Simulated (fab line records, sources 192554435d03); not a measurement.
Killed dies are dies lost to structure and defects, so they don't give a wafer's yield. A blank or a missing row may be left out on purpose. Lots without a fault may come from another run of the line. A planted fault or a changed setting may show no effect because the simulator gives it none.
fab line records | flow n5_finfet
record lots=4 wafers=12 last_day=17
route steps=1938 shown BEOL_M13@1696 BEOL_M14@1716 PASSIVATION@1936
lots that met no fault: from a run of the same line without faults
start_h: hours from the record's first day to the start of the lot's first wafer shown | wait_h: hours since the lot's step before | " the same as in the row above | L1.1+2: a row that stands for several wafers | - no value, or no start given | * or withheld: withheld | < > ~ a bound
route shown NAME@n: a module of which the file shows steps, and the number in the route of the first | usual: mean/standard deviation of fault-free wafers | same: alike in all rows | chamber/n: place in a boat | sites: the reading at each site | _std_site: their standard deviation | _edge_site: outer sites' mean less inner sites' | radius_mm: how far each site lies from the wafer's centre | mask NAME#n: copy n | behind: the tool/chamber that last shaped the wafer | hold: why the lot was held/for how many hours/how that ended | device: the transistor (n, p or np) that didn't switch | end of line: the same wafers' tests at the end of the route | a step without rows: its recipe alone | killed: dies lost to structure and defects at the first sort, not the wafer's yield | map: a wafer's dies, x killed, . not, _ none there
set.NAME: the setting as run; set.NAME@STEP: as run at that earlier step | model.NAME: the simulator's own value behind a step, which no gauge read
lots at some steps of the route; a table a step, a row a wafer
## steps
# step N5_BEOL_M13_TRENCH_ETCH_34
# recipe chemistry=C4F8/O2/Ar target=SiOC target_depth_a=4134.7 mask_material=SOC pressure_mtorr=30 source_w=3000 bias_w=700 Ar_flow_sccm=400 C4F8_flow_sccm=15 O2_flow_sccm=8 he_inner_torr=15 he_outer_torr=30 time_s=162.6 ion_energy_ev=250
# step N5_BEOL_M13_STRIP_70
# recipe chemistry=C4F8/O2/Ar resist=SiARC rf_frequency_hz=6e+07
# step N5_BEOL_M13_STRIP_37
# recipe chemistry=N2/H2 power_w=1000 temp_c=250 h2_frac=0.65 overash_fraction=0.3 pressure_mtorr=withheld n2_flow_sccm=1750 h2_flow_sccm=3250
# step N5_BEOL_M13_ETCH_38
# recipe chemistry=CF4/N2 target=SiCN target_depth_a=675 taper_deg=2 time_s=71.9 ion_energy_ev=150 mask_material=SiO2 pressure_mtorr=40 source_w=430 bias_w=70 Ar_flow_sccm=100 cf4_flow_sccm=60 n2_flow_sccm=60
# step N5_BEOL_M13_PRECLEAN_39
# recipe chemistry=residue_remover time_s=60 temp_c=40
# step N5_BEOL_M13_SRD_40
# recipe time_s=30 temp_c=23 rinse_liquid=diw dry=n2_spin spin_rpm=1500 dry_time_s=30
# step N5_BEOL_M13_DEGAS_41
# recipe ambient=vacuum temp_c=250 time_s=60
# step N5_BEOL_M13_PRE_CLEAN_42
# recipe gas=H2/He time_s=30 temp_c=250
# step N5_BEOL_M13_SPUTTER_43
# recipe material=TaN target_thk_a=150 temp_c=50 bias_v=168.6 power_w=15000 chamber_pressure_pa=0.12 time_s=24.19
# step N5_BEOL_M13_SPUTTER_44
# recipe material=Ta target_thk_a=100 temp_c=50 bias_v=80 power_w=15000 chamber_pressure_pa=0.07 time_s=16.13
# step N5_BEOL_M13_SPUTTER_45
# recipe material=Cu target_thk_a=800 temp_c=-20 bias_v=60 power_w=26000 chamber_pressure_pa=0.13 time_s=13.33
# step N5_BEOL_M13_ECD_47
# recipe material=Cu target_thk_a=9360
# columns lot.wafer tool chamber start_h wait_h
L846.1+4+6 ecd_cu-02 1,0,0 297.51 0.1
L855.4+5+6 ecd_cu-02 0,1,0 339.41 0.1
L856.1+5+6 ecd_cu-02 0,1,0 348.68 0.1
L861.1+4+5 ecd_cu-01 0,1,1 369.75 0.1
# step N5_BEOL_M13_ANNEAL_48
# recipe temp_c=225 time_s=90 ambient=N2
# step N5_BEOL_M13_CMP_49
# recipe stop_on=SiOC t_overpolish_s=17.1 down_force_psi=1 platen_rpm=50 clearing_platen_down_force_psi=1.5 clearing_platen_rpm=50 post_cmp_clean=cu_alkaline target_thk_nm=420 clearing_platen_pad_velocity_m_s=0.99484 pad_velocity_m_s=0.99484
# step N5_BEOL_M13_PRE_CLEAN_52
# recipe gas=NH3 time_s=15 temp_c=withheld rf_power_w=300
# step N5_BEOL_M13_DEP_53
# recipe material=SiCN target_thk_a=500 temp_c=withheld precursor=3MS/NH3 pressure_torr=3 rf_w=675 time_s=17.8
# step N5_BEOL_M14_ILD_DEP_00
# recipe material=SiO2 target_thk_a=11193 temp_c=400 precursor=TEOS/O2 pressure_torr=6.5 rf_w=900 teos_flow_sccm=161.4 gas=O2 flow_sccm=2650 time_s=237.4
# step N5_BEOL_M14_COAT_58
# recipe resist=BARC temp_c=205 time_s=60 spin_rpm=1500 resist_thk_nm=89
# step N5_BEOL_M14_COAT_04
# recipe spin_rpm=1704 resist_thk_nm=800
# step N5_BEOL_M14_EBR_06
# recipe solvent=PGMEA ebr_width_mm=1.5
# step N5_BEOL_M14_SOFTBAKE_05
# recipe temp_c=130 time_s=60
# step N5_BEOL_M14_EXPOSE_07
# recipe mask_id=V13 na=0.8 source_shape=annular sigma_inner=0.5 sigma_outer=0.8 polarization=unpolarized attpsm_phase_deg=180 dose_mj=57
# step N5_BEOL_M14_PEB_08
# recipe peb_temp_c=130 peb_time_s=90
# step N5_BEOL_M14_DEVELOP_09
# recipe develop_time_s=45 rinse_liquid=diw dry=air_spin dev_temp_c=21
# step N5_BEOL_M14_HARDBAKE_14
# recipe temp_c=130 time_s=120
# step N5_BEOL_M14_DESCUM_15
# recipe chemistry=O2 time_s=7.9 source_power_w=50 bias_power_w=20 pressure_mtorr=20 rf_frequency_hz=2.712e+07 temp_c=40 o2_flow_sccm=225
# step N5_BEOL_M14_ETCH_59
# recipe chemistry=N2/H2 target=BARC target_depth_a=890 overetch_a=267 time_s=67.9 ion_energy_ev=200 pressure_mtorr=30 source_w=840 bias_w=150 n2_flow_sccm=200 h2_flow_sccm=200
# step N5_BEOL_M14_VIA_ETCH_16
# recipe chemistry=C4F8/O2/Ar target=SiO2 he_inner_torr=15 he_outer_torr=30 target_depth_a=12313 time_s=withheld ion_energy_ev=800 pressure_mtorr=20 source_w=1905 bias_w=2040 Ar_flow_sccm=400 C4F8_flow_sccm=16 O2_flow_sccm=12 ends=cleared
# step N5_BEOL_M14_STRIP_63
# recipe chemistry=O2 power_w=600 temp_c=60 pressure_mtorr=30 rf_frequency_hz=6e+07 bias_power_w=0 overash_fraction=0.3 o2_flow_sccm=225
# step N5_BEOL_M14_STRIP_64
# recipe chemistry=O2 power_w=600 temp_c=60 pressure_mtorr=30 rf_frequency_hz=6e+07 bias_power_w=0 overash_fraction=0.3 o2_flow_sccm=225
# step N5_BEOL_M14_STRIP_71
# recipe chemistry=post_etch_residue_remover time_s=60 temp_c=25 remover_ph=withheld remover_water_wt_pct=withheld remover_fluoride_wt_pct=withheld
# step N5_BEOL_M14_SRD_72
# recipe time_s=30 temp_c=23 rinse_liquid=diw dry=n2_spin spin_rpm=1500 dry_time_s=30
# step N5_BEOL_M14_COAT_65
# recipe resist=SOC temp_c=250 time_s=60 spin_rpm=1500 resist_thk_nm=450
# step N5_PASSIVATION_PROBE_49
# usual defect_limited_yield=91.3/1.4 killed_at_M0_to_M3=36/11 killed_at_M4_up=13/5.2 killed_at_contacts=13/6.5 killed_at_front_end=37/11 killed_at_other=3.6/2.9 killed_dies=103/17 killed_on_rim=13/3.6 killed_open=68/12 killed_short=33/7.3 sort_bin_4_leakage=0.01/0.039 sort_bin_5_function=5.2/0.91 sort_bin_6_memory=3.2/0.67 sort_n_pass=1077/17 sort_yield_pct=91.3/1.4
# same gross_dies=1180 killed_at_back_side=0 sort_bin_8_speed[%]=0
# columns lot.wafer tool chamber start_h wait_h defect_limited_yield[%] killed_at_M0_to_M3 killed_at_M4_up killed_at_contacts killed_at_front_end killed_at_other killed_dies killed_on_rim killed_open killed_short sort_bin_4_leakage[%] sort_bin_5_function[%] sort_bin_6_memory[%] sort_n_pass sort_yield_pct[%]
L846.1 prober-02 - 329.43 0.0 90.4 31 14 8 52 8 113 19 73 40 0 5.8 3.5 1067 90.4
L846.4 prober-02 - 329.58 0.2 88.9 58 8 12 49 4 131 16 82 49 0 6.4 4.4 1049 88.9
L846.6 prober-02 - 329.68 0.3 90.3 52 6 15 39 3 115 14 78 37 0 5.9 3.6 1065 90.3
L855.4 prober-02 - 367.27 0.2 67.3 21 314 8 34 9 386 49 60 28 0 19.2 12.1 794 67.3
L855.5 prober-02 - 367.32 0.2 66.8 25 327 14 21 5 392 46 60 20 0 20.0 11.9 788 66.8
L855.6 prober-02 - 367.37 0.3 66.4 27 319 14 35 1 396 45 71 26 0 19.1 11.9 784 66.4
L856.1 prober-01 - 379.81 0.0 67.6 31 311 4 34 2 382 43 55 22 0 20.0 10.2 798 67.6
L856.5 prober-01 - 380.01 0.2 64.1 35 336 16 34 3 424 48 67 25 0 21.7 12.4 756 64.1
L856.6 prober-01 - 380.06 0.3 63.0 33 348 12 40 4 437 58 77 23 0 22.6 11.4 743 63.0
# killed by level:class
L846.1 STI_FIN_REVEAL:geometric_particle:open=18 FIN_SAQP:geometric_particle:open=10 BEOL_M0_SAQP:geometric_particle:short=10 BEOL_M0_SAQP:geometric_particle:open=10 FIN_SAQP:geometric_particle:short=8 MOL_CONTACT_COAG:geometric_particle:open=5 BEOL_M5:geometric_particle:open=5 PASS1_DEP:geometric_particle:short=5
L846.4 BEOL_M0_SAQP:geometric_particle:short=21 BEOL_M0_SAQP:geometric_particle:open=16 FIN_SAQP:geometric_particle:open=10 STI_FIN_REVEAL:geometric_particle:open=9 MOL_CONTACT_COAG:geometric_particle:open=9 FIN_SAQP:geometric_particle:short=7 BEOL_M1:geometric_particle:open=7 STARTING-WAFER:geometric_particle:open=6
L846.6 BEOL_M0_SAQP:geometric_particle:open=19 STI_FIN_REVEAL:geometric_particle:open=16 MOL_CONTACT_COAG:geometric_particle:open=12 BEOL_M0_SAQP:geometric_particle:short=12 FIN_SAQP:geometric_particle:open=6 BEOL_M0:geometric_particle:short=5 BEOL_M3:geometric_particle:open=4 STARTING-WAFER:geometric_particle:short=4
L855.4 BEOL_M13:unspecified=297 FIN_SAQP:geometric_particle:open=11 FIN_SAQP:geometric_particle:short=6 BEOL_M5:geometric_particle:open=6 MOL_CONTACT_COAG:geometric_particle:open=5 BEOL_M1:geometric_particle:open=5 BEOL_M0_SAQP:geometric_particle:short=4 BEOL_M2:geometric_particle:open=4
L855.5 BEOL_M13:unspecified=311 MOL_CONTACT_COAG:geometric_particle:open=12 BEOL_M1:geometric_particle:open=8 BEOL_M4:geometric_particle:open=6 BEOL_M0_SAQP:geometric_particle:open=5 BEOL_M2:geometric_particle:open=5 DUMMY_GATE:geometric_particle:open=4 FIN_SAQP:geometric_particle:open=3
L855.6 BEOL_M13:unspecified=299 FIN_SAQP:geometric_particle:open=10 MOL_CONTACT_COAG:geometric_particle:open=10 BEOL_M0_SAQP:geometric_particle:open=6 DUMMY_GATE:geometric_particle:open=6 STI_FIN_REVEAL:geometric_particle:open=6 BEOL_M0_SAQP:geometric_particle:short=6 BEOL_M1:geometric_particle:open=6
L856.1 BEOL_M13:unspecified=305 FIN_SAQP:geometric_particle:open=13 BEOL_M0:geometric_particle:open=6 BEOL_M3:geometric_particle:open=6 FIN_SAQP:geometric_particle:short=5 BEOL_M2:geometric_particle:open=5 STI_FIN_REVEAL:geometric_particle:open=4 BEOL_M5:geometric_particle:open=4
L856.5 BEOL_M13:unspecified=330 BEOL_M3:geometric_particle:open=16 MOL_CONTACT_COAG:geometric_particle:open=14 FIN_SAQP:geometric_particle:open=11 BEOL_M0_SAQP:geometric_particle:short=5 BEOL_M2:geometric_particle:open=5 GATE_CUT:geometric_particle:open=4 FIN_SAQP:geometric_particle:short=3
L856.6 BEOL_M13:unspecified=337 BEOL_M1:geometric_particle:open=14 MOL_CONTACT_COAG:geometric_particle:open=11 STI_FIN_REVEAL:geometric_particle:open=9 FIN_SAQP:geometric_particle:open=7 DUMMY_GATE:geometric_particle:open=7 BEOL_M5:geometric_particle:open=7 FIN_SAQP:geometric_particle:short=5
# map L855.6 (x killed, . not)
_________________x......xxx.x________________
______________...xxx.xxx.xxx..x._____________
___________.x....x.x.xxxx...x.xx..x__________
__________......x..x..xx...xx......._________
________..x.x....x..xx.x...xxxx...xx.._______
_______x.....x...x.x..xx...xx.x....x..x______
______x.x.x..xxx.....x...xx....x..x..x.x_____
_____x.x......x..x.x.......xxx....xx....x____
____xxx....x.xx..x.xx...xxx...x..x.xx..xxx___
___x..xx..x...x........x.........x....x...x__
___x.x.x....x.x.x.x.x..x.......x.....x.....__
__.x....x.......x.....xx.......xx..xx......._
__xx..x..x.x.....x....x...x.xx.......x...x.._
_..x.x..x.......xx.x.x...xxx....xx....xx..x..
_x.xxx.....x.xx..x.x...x..x.x.x.x.xx.....x...
_...x.x...x....xx...x...xx.....x.x..x..xx..x.
_xx.x.x.x.x.x..x....x..x...x..x..x..x......x.
_x.x.....x...x.x....x.xxx.......x........x..x
_.......x....xx.......x..x.....x......x.xxx.x
_.....x....x....x...xx.x.x..x...xx.x....x.x..
_x...x...x..x..xx....xxx.....x..xx..x.xxx.x..
__x.x..x.x...x.......x.xx......xxx..x......x_
__...x.xxxx.xxx..x.x.x..x..xxx.xxxxx........_
___..xxxxx..x.............x.xxxx.x....x...x__
___xxx...x.xx...xx..x.....xx......xxx.xx...__
____..x.xxx.....x..xx.xx..x.xx....x..x....___
_____.x.xxx...x..x.x.......xx..x.x..xxx..____
______.......xx..x..x.x...x....xxxx....._____
_______......x..xxx.xxx......xx...x.x.x______
________.....xx.x.x..x...x...x........_______
__________x.x......x...x.....xxx...._________
___________....xxx..x...xx.x.xx....__________
______________..x..x..x..x..x.xx_____________
_________________............________________
# map L856.6 (x killed, . not)
_________________..xxxx..xx.x________________
______________x.x....x..x...x.xx_____________
___________x..x.x.x.x..x...x...x.x.__________
__________....xx.xx........xx.x....._________
________..x..xx..x...x.x.x...x.x..x..._______
_______xxx..x.x...x.x...x.xx.x.xx..x...______
______...x.x.....xx...x.x.x.x...x.x.xx.x_____
_____xxxx....xx..xx..x.x.x..x.x..xxxx..x.____
____......x.x....x...xx..x..xx...x.x..xx..___
___x...x.xx.xx..x..x.xxxx..x..x...xxxx.....__
___xx..x...x.....x.......xxx.....xx.xx..x..__
__x.x....x..xxxx....x......x....x.x..xx..x.._
__x..x.xxx.x.x.x...xx........x....x..x..x..._
_.xx...xxx.........xx.....x....x.x.x......x.x
_...x..x...xx..x..x...xx....xx....xx.x..x.x..
_....x...x.xx......xxxxxxxx...x.xx.....x.x.x.
_.x..........x..xxx...x.xx...x.....x..xx....x
_.....x....x...x..xxx...x............xxx....x
_x.......x.xxxx.xxx.......xx.x..x..xx........
_....x.x...x.xx.x....xx..x.x..x..xxx....xxxx.
_x.xxx..x....xx..x..xx..xx.x..xx.xxxx.x...x..
__..x.x.x...x.....x.x.xxx.x.x.....x..x.x..xx_
__..x..x...x..xx....xxx..xxx.xx..xxxx..x..xx_
___...x....x.x.x.xxx..x.....xx....xxxx.....__
___xxx.......x..xxx..x..xxxx...xx..x...xx.x__
____............x.x..x....xxxx.x..xx.....x___
_____...xx..x....x..xx..xxxxx.x..xx.xx..x____
______.x...x.x..xx.x..xx....x........x.._____
_______x.x....x.....xx...xx.x..xxx....x______
________....x.xx..x.x..x...xxx.....x.x_______
__________x.x..x......x.....xx..x.xx_________
___________.........x.x..xx..x.....__________
______________xx.xx.x.xx..x....._____________
_________________.xxx.x.x..x.________________
## key
first_sign step=N5_PASSIVATION_PROBE_49 reading=killed_at_M4_up direction=up sigmas=61 usual=13 struck=326
effect step=N5_PASSIVATION_PROBE_49 reading=defect_limited_yield direction=down sigmas=18 usual=91.3 struck=65.9
more_kills_born_at N5_BEOL_M13_ECD_47@ecd_cu-02=1879
met_at N5_BEOL_M13_ECD_47
struck_wafers L855.4,L855.5,L855.6,L856.1,L856.5,L856.6
onset_between 297.51 339.41
fault kind=chamber_particle_source tool=ecd_cu-02 chamber=- onset_h=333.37 steps=N5_BEOL_M13_ECD_47 rate_per_visit_cm2=0.60128 end_h=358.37
